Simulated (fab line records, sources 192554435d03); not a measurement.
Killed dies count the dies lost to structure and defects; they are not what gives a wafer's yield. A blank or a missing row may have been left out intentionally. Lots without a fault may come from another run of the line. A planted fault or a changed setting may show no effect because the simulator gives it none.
Chamber matching / flow n5_finfet / pecvd-01 running N5_PASSIVATION_PECVD_00: 3 sister chambers
The step deposits SiO2 from SiH4/N2O, target thk 200 nm, time 11.2 s. 14 wafers are shown with their chamber, then 7 later ones without.

== WAFERS PAIRED WITH THEIR CHAMBERS ==
wafer=L079.1; chamber=2; throttle_valve_pct (%)=49.3; showerhead_plenum_p_Torr (Torr)=8.00; heater_power_w (W)=565
wafer=L079.3; chamber=1; throttle_valve_pct (%)=47.0; showerhead_plenum_p_Torr (Torr)=8.14; heater_power_w (W)=905
wafer=L079.4; chamber=1; throttle_valve_pct (%)=46.9; showerhead_plenum_p_Torr (Torr)=8.13; heater_power_w (W)=914
wafer=L088.2; chamber=1; throttle_valve_pct (%)=46.8; showerhead_plenum_p_Torr (Torr)=8.14; heater_power_w (W)=741
wafer=L088.4; chamber=0; throttle_valve_pct (%)=55.2; showerhead_plenum_p_Torr (Torr)=8.11; heater_power_w (W)=709
wafer=L088.5; chamber=1; throttle_valve_pct (%)=46.9; showerhead_plenum_p_Torr (Torr)=8.16; heater_power_w (W)=756
wafer=L091.3; chamber=2; throttle_valve_pct (%)=49.3; showerhead_plenum_p_Torr (Torr)=8.00; heater_power_w (W)=614
wafer=L091.5; chamber=2; throttle_valve_pct (%)=49.7; showerhead_plenum_p_Torr (Torr)=8.00; heater_power_w (W)=632
wafer=L091.6; chamber=1; throttle_valve_pct (%)=47.0; showerhead_plenum_p_Torr (Torr)=8.15; heater_power_w (W)=836
wafer=L093.2; chamber=2; throttle_valve_pct (%)=49.6; showerhead_plenum_p_Torr (Torr)=8.00; heater_power_w (W)=620
wafer=L093.3; chamber=0; throttle_valve_pct (%)=55.2; showerhead_plenum_p_Torr (Torr)=8.12; heater_power_w (W)=672
wafer=L093.5; chamber=2; throttle_valve_pct (%)=49.1; showerhead_plenum_p_Torr (Torr)=8.01; heater_power_w (W)=628
wafer=L094.1; chamber=0; throttle_valve_pct (%)=55.3; showerhead_plenum_p_Torr (Torr)=8.10; heater_power_w (W)=719
wafer=L094.5; chamber=1; throttle_valve_pct (%)=47.0; showerhead_plenum_p_Torr (Torr)=8.11; heater_power_w (W)=834

SIGNATURES, as means of the wafers listed above
reading=throttle_valve_pct; chamber 0=55.233; chamber 1=46.933; chamber 2=49.400; scatter within a chamber=0.16
reading=showerhead_plenum_p_Torr; chamber 0=8.1100; chamber 1=8.1383; chamber 2=8.0020; scatter within a chamber=0.0127
reading=heater_power_w; chamber 0=700.00; chamber 1=831.00; chamber 2=611.80; scatter within a chamber=52.5
Rule: distance of a wafer from a chamber = root of the sum over the readings of ((wafer's reading minus chamber's mean) / reading's scatter) squared. If the next closest chamber is less than 2 further off than the closest, the wafer can't be placed; otherwise it belongs to the closest. The scatter: take each reading less its chamber's mean, square it, sum over the shown wafers, divide by the number of wafers less the number of chambers, and take the root.

== WAFERS WITHOUT THEIR CHAMBER ==
wafer=L094.6; throttle_valve_pct (%)=49.8; showerhead_plenum_p_Torr (Torr)=7.99; heater_power_w (W)=626
wafer=L092.2; throttle_valve_pct (%)=46.9; showerhead_plenum_p_Torr (Torr)=8.13; heater_power_w (W)=914
wafer=L092.3; throttle_valve_pct (%)=49.5; showerhead_plenum_p_Torr (Torr)=7.99; heater_power_w (W)=593
wafer=L092.6; throttle_valve_pct (%)=47.2; showerhead_plenum_p_Torr (Torr)=8.15; heater_power_w (W)=922
wafer=L097.2; throttle_valve_pct (%)=47.4; showerhead_plenum_p_Torr (Torr)=8.14; heater_power_w (W)=794
wafer=L097.3; throttle_valve_pct (%)=55.0; showerhead_plenum_p_Torr (Torr)=8.11; heater_power_w (W)=741
wafer=L097.5; throttle_valve_pct (%)=47.1; showerhead_plenum_p_Torr (Torr)=8.11; heater_power_w (W)=844

== WHICH CHAMBER EACH ONE RAN IN ==
wafer=L094.6; from the rows above=2; in truth=2
wafer=L092.2; from the rows above=1; in truth=1
wafer=L092.3; from the rows above=2; in truth=2
wafer=L092.6; from the rows above=1; in truth=1
wafer=L097.2; from the rows above=1; in truth=1
wafer=L097.3; from the rows above=0; in truth=0
wafer=L097.5; from the rows above=1; in truth=1
7 of 7 placed correctly. Not placeable from these rows: 0. Wrongly placed: 0.
